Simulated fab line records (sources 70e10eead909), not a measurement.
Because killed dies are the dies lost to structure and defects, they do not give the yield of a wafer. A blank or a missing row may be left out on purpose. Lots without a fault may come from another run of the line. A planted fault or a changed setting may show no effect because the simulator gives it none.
Chamber matching ; flow nand harc ; pecvd-01 running NHARC_A_STAIRCASE_DEP_259: 3 sister chambers
The step deposits SiON, target thk 30 nm. 3 wafers are shown with their chamber, then 9 later ones without.

WAFERS WITH THEIR CHAMBER
wafer;chamber;heater power w (W)
L085.3;1;635
L089.4;0;911
L089.5;2;468

WAFERS MISSING THEIR CHAMBER
wafer;heater power w (W)
L096.1;782
L096.5;783
L096.6;571
L095.2;472
L095.5;476
L095.6;781
L097.1;754
L097.4;735
L097.5;840

EACH ONE'S CHAMBER
wafer;from the rows above;in truth
L096.1;can't be placed: 0 or 1 or 2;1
L096.5;can't be placed: 0 or 1 or 2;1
L096.6;can't be placed: 1 or 2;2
L095.2;can't be placed: 2 or 1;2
L095.5;can't be placed: 2 or 1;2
L095.6;can't be placed: 0 or 1 or 2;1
L097.1;can't be placed: 1 or 0 or 2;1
L097.4;can't be placed: 1 or 0 or 2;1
L097.5;can't be placed: 0 or 1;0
0 of 9 placed correctly. Unplaceable from these rows: 9, with the true chamber sitting among the candidates in 9. Wrongly placed: 0.
How it was worked out, from the rows above alone: a wafer's distance from a chamber is the root of the sum, over the readings, of the square of ((its reading less the chamber's mean) divided by the reading's scatter). If the next closest chamber is less than 2 further off than the closest, the wafer can't be placed; otherwise it belongs to the closest. Each chamber's mean is taken over the wafers shown for it. The scatter: with one shown wafer a chamber, the root of the mean of the squares of how far each hidden wafer lies from its nearest shown one.
